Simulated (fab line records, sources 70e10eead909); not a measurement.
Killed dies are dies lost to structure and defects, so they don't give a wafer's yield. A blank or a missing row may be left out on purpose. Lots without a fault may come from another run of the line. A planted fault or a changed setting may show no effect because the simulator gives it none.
Which tool did it? | flow nand_harc | 12 lots, 36 wafers sampled, at 5 steps of a route of 1159

WHAT THE GAUGES READ, wafer by wafer
NHARC_END_SORT_01. Usual: killed_at_array 26, standard deviation 11; killed_at_other 0.6, standard deviation 1; killed_at_periphery 3.1, standard deviation 2.1; killed_dies 30, standard deviation 11; killed_open 3.4, standard deviation 1.8; killed_short 2.1, standard deviation 1.5.
lot  | measured     | on        | killed_at_array | killed_at_other | killed_at_periphery | killed_dies | killed_open | killed_short | flag
L516 | day 20 10:45 | prober-02 | 15 24 22        | 0 2 0           | 4 8 5               | 19 34 27    | 3 6 2       | 3 1 2        |
L518 | day 21 22:19 | prober-01 | 25 34 28        | 0 1 2           | 3 3 1               | 28 38 31    | 1 3 3       | 4 1 1        |
L523 | day 22 07:33 | prober-02 | 13 14 6         | 0 0 1           | 7 4 5               | 20 18 12    | 7 2 3       | 2 3 0        |
L529 | day 23 22:02 | prober-02 | 55 47 52        | 1 0 4           | 0 2 3               | 56 49 59    | 1 1 4       | 3 3 4        |
L532 | day 24 19:11 | prober-01 | 41 32 37        | 0 0 1           | 1 2 2               | 42 34 40    | 5 2 3       | 3 1 1        |
L534 | day 24 19:13 | prober-02 | 28 24 28        | 0 0 0           | 1 2 3               | 29 26 31    | 3 1 5       | 4 3 2        |

WHICH TOOL RAN EACH LOT (tool, then ch and the chambers of the sampled wafers, then the start)
lot  | NHARC_A_SLIT_ETCH_17             | NHARC_A_SLIT_STRIP_18                         | NHARC_A_WL_FILL_CVD_03        | NHARC_A_WL_FILL_ETCHBACK_05
L512 | har_etch-02 ch 0,1, day 14 15:17 | rie_diel-01 ch 1,2,3, day 15 06:18 or earlier | cvd_w-01 ch 0,1, day 15 06:18 | rie_metal-02 ch 0,1, day 15 09:51
L511 | har_etch-01 ch 0,1, day 14 15:49 | rie_diel-03 ch 1,2,3, day 15 03:58 or earlier | cvd_w-02 ch 0,1, day 15 03:58 | rie_metal-01 ch 0,1, day 15 07:28
L514 | har_etch-02 ch 0,1, day 14 19:55 | rie_diel-03 ch 0,1,3, day 15 07:40 or earlier | cvd_w-02 ch 0,1, day 15 07:40 | rie_metal-01 ch 0,1, day 15 10:19
L515 | har_etch-01 ch 0,1, day 15 01:44 | rie_diel-03 ch 0,1,2, day 15 14:17 or earlier | cvd_w-02 ch 0,1, day 15 14:17 | rie_metal-02 ch 0, day 15 17:50
L516 | har_etch-02 ch 0,1, day 15 02:52 | rie_diel-01 ch 1,2, day 15 13:57 or earlier   | cvd_w-01 ch 0,1, day 15 13:57 | rie_metal-03 ch 0,1, day 15 16:35
L513 | har_etch-01 ch 0,1, day 15 04:10 | rie_diel-01 ch 0,1,3, day 15 15:50 or earlier | cvd_w-01 ch 0,1, day 15 15:50 | rie_metal-01 ch 0,1, day 15 19:22
L518 | har_etch-02 ch 0,1, day 16 01:29 | rie_diel-03 ch 0,2,3, day 16 18:59 or earlier | cvd_w-02 ch 0, day 16 18:59   | rie_metal-03 ch 0, day 16 22:02
L521 | har_etch-01 ch 0, day 17 02:26   | rie_diel-01 ch 1,2,3, day 17 12:45 or earlier | cvd_w-01 ch 0,1, day 17 12:45 | rie_metal-03 ch 0,1, day 17 15:50
L523 | har_etch-01 ch 0,1, day 17 10:35 | rie_diel-10 ch 0,1,2, day 17 23:07 or earlier | cvd_w-02 ch 0,1, day 17 23:07 | rie_metal-03 ch 0,1, day 18 02:14
L529 | har_etch-02 ch 0,1, day 18 22:28 | rie_diel-03 ch 0,3, day 19 11:17 or earlier   | cvd_w-01 ch 0,1, day 19 11:17 | rie_metal-03 ch 0,1, day 19 13:58
L532 | har_etch-01 ch 0,1, day 19 18:42 | rie_diel-03 ch 0,2,3, day 20 12:46 or earlier | cvd_w-02 ch 0,1, day 20 12:46 | rie_metal-03 ch 0,1, day 20 15:23
L534 | har_etch-01 ch 0,1, day 20 03:16 | rie_diel-03 ch 0,3, day 20 15:57 or earlier   | cvd_w-01 ch 0,1, day 20 15:57 | rie_metal-03 ch 0,1, day 20 18:37
- NHARC_A_SLIT_ETCH_17: etches the open film in C4F8/O2/Ar, time 1687.5 s, target depth 10100 nm.
- NHARC_A_SLIT_STRIP_18: strips in O2.
- NHARC_A_WL_FILL_CVD_03: deposits W, target thk 40 nm, time 3302 s.
- NHARC_A_WL_FILL_ETCHBACK_05: etches the open film in Cl2/BCl3, target depth 22 nm, time 60 s.

WHAT THE TOOLS THEMSELVES READ (means of the sampled wafers that have a number; where no wafer has one, the mark that the record gives instead)
NHARC_A_SLIT_ETCH_17. Usual: drypump_motor_current_A 5.6 A, standard deviation 0.37; o2_flow_sccm 41.70 sccm, standard deviation 0.12; showerhead_plenum_p_Torr 3.60 Torr, standard deviation 0.11; throttle_valve_pct 32.045 %, standard deviation 0.0093.
lot  | tool        | drypump_motor_current_A (A) | o2_flow_sccm (sccm) | showerhead_plenum_p_Torr (Torr) | throttle_valve_pct (%) | flag
L512 | har_etch-02 | 5.4                         | 41.57               | 3.73                            | 32.044                 |
L511 | har_etch-01 | 5.5                         | 41.68               | 3.56                            | 32.038                 |
L514 | har_etch-02 | 5.8                         | 41.68               | 3.63                            | 32.044                 |
L515 | har_etch-01 | 5.5                         | 41.74               | 3.58                            | 32.044                 |
L516 | har_etch-02 | 5.4                         | 41.65               | 3.73                            | 32.044                 |
L513 | har_etch-01 | 5.5                         | 41.69               | 3.56                            | 32.037                 |
L518 | har_etch-02 | 5.4                         | 41.66               | 3.72                            | 32.053                 |
L521 | har_etch-01 | 5.6                         | 41.83               | 3.58                            | 32.043                 |
L523 | har_etch-01 | 5.6                         | 41.74               | 3.56                            | 32.042                 |
L529 | har_etch-02 | 5.8                         | 41.82               | 3.60                            | 32.040                 |
L532 | har_etch-01 | 5.6                         | 41.74               | 3.56                            | 32.044                 |
L534 | har_etch-01 | 5.5                         | 41.71               | 3.53                            | 32.046                 |

NHARC_A_SLIT_STRIP_18. Usual: drypump_motor_current_A 5.6 A, standard deviation 0.47; o2_flow_sccm 499.8 sccm, standard deviation 1.5; oes_product_au 1.002 a.u., standard deviation 0.0095; rf_vpp_V 57.6 V, standard deviation 0.92; showerhead_plenum_p_Torr 3.47 Torr, standard deviation 0.11; throttle_valve_pct 17.038 %, standard deviation 0.0093.
lot  | tool        | drypump_motor_current_A (A) | o2_flow_sccm (sccm) | oes_product_au (a.u.) | rf_vpp_V (V) | showerhead_plenum_p_Torr (Torr) | throttle_valve_pct (%) | flag
L512 | rie_diel-01 | 5.9                         | 499.7               | 0.990                 | 57.1         | 3.45                            | 17.037                 |
L511 | rie_diel-03 | 5.5                         | 501.3               | 1.000                 | 57.6         | 3.36                            | 17.043                 |
L514 | rie_diel-03 | 5.6                         | 499.2               | 1.001                 | 58.0         | 3.44                            | 17.042                 |
L515 | rie_diel-03 | 5.4                         | 499.8               | 1.003                 | 57.8         | 3.40                            | 17.043                 |
L516 | rie_diel-01 | 6.2                         | 499.8               | 1.005                 | 58.1         | 3.48                            | 17.046                 |
L513 | rie_diel-01 | 5.4                         | 500.2               | 0.992                 | 57.4         | 3.47                            | 17.036                 |
L518 | rie_diel-03 | 5.3                         | 500.7               | 1.004                 | 57.3         | 3.44                            | 17.044                 |
L521 | rie_diel-01 | 5.9                         | 498.3               | 1.002                 | 57.6         | 3.45                            | 17.038                 |
L523 | rie_diel-10 | 5.5                         | 500.2               | 1.002                 | 57.9         | 3.60                            | 17.038                 |
L529 | rie_diel-03 | 5.6                         | 500.2               | 1.016                 | 58.0         | 3.48                            | 17.036                 |
L532 | rie_diel-03 | 5.3                         | 500.3               | 0.990                 | 58.0         | 3.43                            | 17.035                 |
L534 | rie_diel-03 | 5.4                         | 499.8               | 1.000                 | 58.2         | 3.52                            | 17.040                 |

NHARC_A_WL_FILL_CVD_03. Usual: heater_power_w 482 W, standard deviation 48; mfc_h2_sccm 1599 sccm, standard deviation 5.1; throttle_valve_pct 7.8 %, standard deviation 0.37.
lot  | tool     | heater_power_w (W) | mfc_h2_sccm (sccm) | throttle_valve_pct (%) | flag
L512 | cvd_w-01 | 466                | 1601               | 7.9                    |
L511 | cvd_w-02 | 517                | 1594               | 8.0                    |
L514 | cvd_w-02 | 475                | 1598               | 7.9                    |
L515 | cvd_w-02 | 476                | 1596               | 8.0                    |
L516 | cvd_w-01 | 462                | 1600               | 7.8                    |
L513 | cvd_w-01 | 465                | 1605               | 7.8                    |
L518 | cvd_w-02 | 561                | 1598               | 8.2                    |
L521 | cvd_w-01 | 459                | 1599               | 7.8                    |
L523 | cvd_w-02 | 482                | 1596               | 7.6                    |
L529 | cvd_w-01 | 463                | 1602               | 7.9                    |
L532 | cvd_w-02 | 482                | 1599               | 7.7                    |
L534 | cvd_w-01 | 471                | 1600               | 7.9                    |

NHARC_A_WL_FILL_ETCHBACK_05. Usual: drypump_motor_current_A 5.62 A, standard deviation 0.24; oes_product_au 1.000 a.u., standard deviation 0.0083.
lot  | tool         | drypump_motor_current_A (A) | oes_product_au (a.u.) | flag
L512 | rie_metal-02 | 5.52                        | 0.997                 |
L511 | rie_metal-01 | 5.68                        | 1.014                 |
L514 | rie_metal-01 | 5.49                        | 0.994                 |
L515 | rie_metal-02 | 5.53                        | 0.993                 |
L516 | rie_metal-03 | 5.85                        | 0.996                 |
L513 | rie_metal-01 | 5.69                        | 0.994                 |
L518 | rie_metal-03 | 5.73                        | 1.004                 |
L521 | rie_metal-03 | 5.77                        | 1.006                 |
L523 | rie_metal-03 | 5.86                        | 0.993                 |
L529 | rie_metal-03 | 5.85                        | 0.757                 | OFF
L532 | rie_metal-03 | 5.79                        | 0.753                 | OFF
L534 | rie_metal-03 | 5.79                        | 0.758                 | OFF

THE ANSWER, worked out from the rows above alone
Rule: a lot is off if the mean of its wafers that have a number lies more than 3 standard deviations from the usual mean. A lot without any number at a reading at which 4 lots or more have one is off too. The other lots that the step has rows for count as sound. The gauges are gone through in route order, then the tools' own readings, and for those a lot's mean is taken as printed above. The first step at which some lot is off is used, and at that step the reading that is off furthest; a lot without a number counts as furthest.
Off: L529, L532, L534, at NHARC_A_WL_FILL_ETCHBACK_05 (oes_product_au).
A tool fits if, at that step or a process step before it, it ran every lot that is off, and no sound lot after the first of them. NHARC_A_SLIT_STRIP_18 gives no start for some lots, so the hours and the order of its lots are those of NHARC_A_WL_FILL_CVD_03. Can't be told from this: 2 tools fit, rie_diel-03 at NHARC_A_SLIT_STRIP_18, rie_metal-03 at NHARC_A_WL_FILL_ETCHBACK_05.

WHAT THE SIMULATOR HAD PUT IN
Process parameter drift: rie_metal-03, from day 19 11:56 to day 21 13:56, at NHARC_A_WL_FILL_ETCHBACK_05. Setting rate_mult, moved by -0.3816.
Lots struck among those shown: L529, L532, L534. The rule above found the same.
